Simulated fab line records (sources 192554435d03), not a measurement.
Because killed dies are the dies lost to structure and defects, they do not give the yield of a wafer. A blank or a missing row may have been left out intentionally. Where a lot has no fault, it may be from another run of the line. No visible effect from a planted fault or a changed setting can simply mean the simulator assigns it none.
The tool behind it: which one? ; flow n5 finfet ; Sampling: 11 lots, 33 wafers, 3 of 1938 route steps

== WHAT THE GAUGES SHOWED, per wafer ==
N5_BEOL_M10_INSPECT_58: inspects for defects (darkfield).
lot;measured;on;raw defect count
L145;day 10 22:37;defect inspect-02;36 69 68
L151;day 12 15:10;defect inspect-02;67 54 49
L152;day 13 10:21;defect inspect-02;95 83 86
L153;day 13 13:09;defect inspect-02;68 65 68
L154;day 14 15:12;defect inspect-02;30 47 65
L156;day 14 23:21;defect inspect-01;43 51 80
L159;day 15 09:22;defect inspect-02;59 103 62
L158;day 15 10:12;defect inspect-02;53 49 51
L161;day 15 16:22;defect inspect-01;51 64 57
L167;day 17 01:33;defect inspect-01;65 112 123
L165;day 17 20:14;defect inspect-02;94 103 58

== WHAT TOOL EACH LOT RAN ON (gives the tool, then ch and the chambers of the sampled wafers, and finally the start) ==
lot;N5_BEOL_M10_ANNEAL_51;N5_BEOL_M10_CMP_52
L145;rtp anneal-02 ch 0, day 10 21:55;cmp-04 ch 0,2, day 10 22:10
L151;rtp anneal-01 ch 0, day 12 14:26;cmp-01 ch 0,1,2, day 12 14:42
L152;rtp anneal-01 ch 0, day 13 09:23;cmp-02 ch 1,2, day 13 09:41
L153;rtp anneal-01 ch 0, day 13 12:26;cmp-04 ch 0,2,3, day 13 12:42
L154;rtp anneal-02 ch 0, day 14 14:32;cmp-04 ch 0,2, day 14 14:47
L156;rtp anneal-01 ch 0, day 14 22:36;cmp-02 ch 0,2,3, day 14 22:56
L159;rtp anneal-02 ch 0, day 15 08:37;cmp-02 ch 0,3, day 15 08:55
L158;rtp anneal-01 ch 0, day 15 09:29;cmp-01 ch 1,3, day 15 09:47
L161;rtp anneal-01 ch 0, day 15 15:43;cmp-02 ch 0,1, day 15 15:57
L167;rtp anneal-01 ch 0, day 17 00:53;cmp-04 ch 0,1,2, day 17 01:10
L165;rtp anneal-02 ch 0, day 17 19:30;cmp-04 ch 1,3, day 17 19:45
- N5_BEOL_M10_ANNEAL_51: time 90 s.
- N5_BEOL_M10_CMP_52: polishes, stops on SiCOH lowk, t overpolish 7 s, target thk 140 nm.

== THE ANSWER, worked out from the rows above alone ==
Rule: usual is defined by the lots themselves. The widest of any qualifying gaps counts: lots, ordered by their means at a reading, are off when they make up no more than a third of the lots, leave a main group of 4 or more, and stand apart from it by 3 or more times the standard deviation of that group's means. A main group is skipped when, at the precision printed for the reading in the tables above, its means are all equal. A lot without any number at a reading at which 4 lots or more have one is off too. Where the step has rows for the other lots, those lots are counted as sound.
Nothing can be told from this: no lot is off at any reading shown.

== WHAT THE SIMULATOR PUT IN ==
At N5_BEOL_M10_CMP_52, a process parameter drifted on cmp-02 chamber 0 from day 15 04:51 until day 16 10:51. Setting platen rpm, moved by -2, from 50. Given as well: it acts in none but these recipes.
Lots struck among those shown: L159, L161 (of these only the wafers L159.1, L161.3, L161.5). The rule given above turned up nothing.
